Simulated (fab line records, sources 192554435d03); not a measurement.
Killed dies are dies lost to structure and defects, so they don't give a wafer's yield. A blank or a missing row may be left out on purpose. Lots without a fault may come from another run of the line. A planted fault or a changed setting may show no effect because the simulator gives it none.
Split-lot experiment | flow n5_finfet | 7 lots, 21 wafers read, on a route of 1938 steps

THE SPLIT
At N5_BEOL_M14_PEB_26 (peb time 90 s), the setting peb_temp_c was moved away from the recipe's 130 C on 6 of the 21 wafers read, by +1.5% to +2.7%. The other wafers ran this setting at the recipe's value.

FROM THE SPLIT TO THE READING: what the file shows between them, 2 steps
- N5_BEOL_M14_DEVELOP_27: develop time 45 s
- N5_BEOL_M14_HARDBAKE_32: time 120 s

THE READING
cd_nm, in nm, at N5_BEOL_M14_CD_MEAS_28 (target cd 284.4 nm). Fault-free wafers of this fab line usually give 284.9 nm, standard deviation 1.1 nm.

wafer  | tool, chamber at the split | peb_temp_c as run, C | against the recipe | cd_nm, nm | against lot-mates on the recipe
L077.3 | litho_track-05, 0          | 130                  | recipe             | 282.3     | -
L077.5 | litho_track-05, 0          | 130                  | recipe             | 283.0     | -
L077.6 | litho_track-05, 0          | 130                  | recipe             | 282.5     | -
L078.1 | litho_track-03, 0          | 133.1                | +2.4%              | 298.5     | +12.8
L078.2 | litho_track-03, 0          | 130                  | recipe             | 285.4     | -
L078.3 | litho_track-03, 0          | 130                  | recipe             | 286.0     | -
L083.4 | litho_track-04, 0          | 132.8                | +2.2%              | 295.4     | +11.4
L083.5 | litho_track-04, 0          | 132.8                | +2.2%              | 298.1     | +14.1
L083.6 | litho_track-04, 0          | 130                  | recipe             | 284.0     | -
L088.2 | litho_track-04, 0          | 130                  | recipe             | 284.8     | -
L088.3 | litho_track-04, 0          | 130                  | recipe             | 284.9     | -
L088.5 | litho_track-04, 0          | 130                  | recipe             | 285.5     | -
L087.1 | litho_track-04, 0          | 133.5                | +2.7%              | 296.4     | +13.2
L087.4 | litho_track-04, 0          | 133.5                | +2.7%              | 297.3     | +14.1
L087.6 | litho_track-04, 0          | 130                  | recipe             | 283.2     | -
L086.1 | litho_track-05, 0          | 130                  | recipe             | 284.9     | -
L086.4 | litho_track-05, 0          | 130                  | recipe             | 284.4     | -
L086.5 | litho_track-05, 0          | 130                  | recipe             | 285.7     | -
L092.2 | litho_track-03, 0          | 130                  | recipe             | 284.0     | -
L092.3 | litho_track-03, 0          | 131.9                | +1.5%              | 293.0     | +9.1
L092.5 | litho_track-03, 0          | 130                  | recipe             | 283.7     | -

THE FIT
A straight line over all 21 wafers: cd_nm changes by +5.29 nm for each +1% of peb_temp_c; r = +0.97; the points scatter about the line by 1.3 nm.
The same after taking each lot's own level away (the mean of its wafers on the recipe; 21 wafers): +5.43 nm for each +1%; r = +0.99; scatter 0.77 nm.
On that fit, the largest move of peb_temp_c shifts the reading by 15 nm.
The lots' own levels span 282.60 to 285.70 nm, that is 2.8 times the standard deviation above.
So the lot-to-lot level changes the slope little: the two slopes agree.
Check: with one of the wafers moved furthest among these (+2.7%) left out of the fit, the line predicts +15.1 nm for it against its lot-mates. It came out at +13.2 nm against them.

OTHER SPLITS ON THESE WAFERS
These wafers also went through other splits before the reading. Each is held against what the fit with the lots' levels taken away leaves over:
other split on the same wafers | wafers away from the commonest value | r with cd_nm (lot level and that fit taken away)
N5_BEOL_M13_EXPOSE_07 dose_mj  | 9                                    | -0.22
N5_BEOL_M14_COAT_65 spin_rpm   | 7                                    | -0.19

THE WHOLE CHAIN: every reading that the file lists as answering this split, in the file's order
step                   | what it does                    | reading                                                         | change (the file's fit)              | r (the file's)
N5_BEOL_M14_CD_MEAS_28 | target cd 284.4 nm              | cd_nm                                                           | +5.48 nm for each +1% of the setting | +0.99
N5_BEOL_M14_DESCUM_33  | chemistry O2, time 7.9 s        | BEOL_M14.cd_nm (the simulator's own value, which no gauge read) | +5.43 nm for each +1% of the setting | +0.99
N5_BEOL_M14_ETCH_68    | etches SOC in N2/H2, time 450 s | BEOL_M14.cd_nm (the simulator's own value, which no gauge read) | +5.79 nm for each +1% of the setting | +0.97

THE FILE'S OWN FIT
cd_nm changes by +5.48 nm for each +1% of peb_temp_c, r = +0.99.
